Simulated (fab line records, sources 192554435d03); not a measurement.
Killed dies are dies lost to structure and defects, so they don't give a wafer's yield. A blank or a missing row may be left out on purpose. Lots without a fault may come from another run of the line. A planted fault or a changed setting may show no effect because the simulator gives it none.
Chamber matching | flow n5_finfet | N5_BEOL_M5_STRIP_36 on rie_diel-01: 4 sister chambers
The step strips in N2/H2. 8 wafers are shown with their chamber, then 10 later ones without.

WAFERS WITH THEIR CHAMBER
wafer  | chamber | throttle_valve_pct (%) | drypump_motor_current_A (A)
L076.4 | 1       | 23.23                  | 5.9
L077.4 | 1       | 23.23                  | 5.9
L087.4 | 3       | 23.79                  | 6.7
L088.1 | 2       | 24.14                  | 6.1
L088.4 | 0       | 23.37                  | 6.1
L088.5 | 3       | 23.78                  | 6.7
L091.1 | 0       | 23.38                  | 6.1
L091.2 | 2       | 24.16                  | 6.0

WAFERS WITHOUT THEIR CHAMBER
wafer  | throttle_valve_pct (%) | drypump_motor_current_A (A)
L091.3 | 23.78                  | 6.7
L091.4 | 23.26                  | 5.9
L091.5 | 23.38                  | 6.1
L091.6 | 23.77                  | 6.7
L089.3 | 24.15                  | 6.1
L089.5 | 24.13                  | 6.1
L089.6 | 23.28                  | 5.9
L095.2 | 23.79                  | 6.7
L095.3 | 23.26                  | 5.9
L095.4 | 23.38                  | 6.1

WHICH CHAMBER EACH WENT THROUGH
wafer  | from the rows above | in truth
L091.3 | 3                   | 3
L091.4 | 1                   | 1
L091.5 | 0                   | 0
L091.6 | 3                   | 3
L089.3 | 2                   | 2
L089.5 | 2                   | 2
L089.6 | 1                   | 1
L095.2 | 3                   | 3
L095.3 | 1                   | 1
L095.4 | 0                   | 0
Placed correctly: 10 of 10. Can't be placed from these rows: 0. Placed wrongly: 0.
How it was worked out, from the rows above alone: a wafer's distance from a chamber is the root of the sum, over the readings, of the square of ((its reading less the chamber's mean) divided by the reading's scatter). The wafer belongs to the nearest chamber; if the next one is less than 2 further off, it can't be placed. A chamber's mean is the mean of its shown wafers. The scatter: the root of (the sum of the squares of (reading less its chamber's mean) over the shown wafers, divided by (wafers less chambers)).
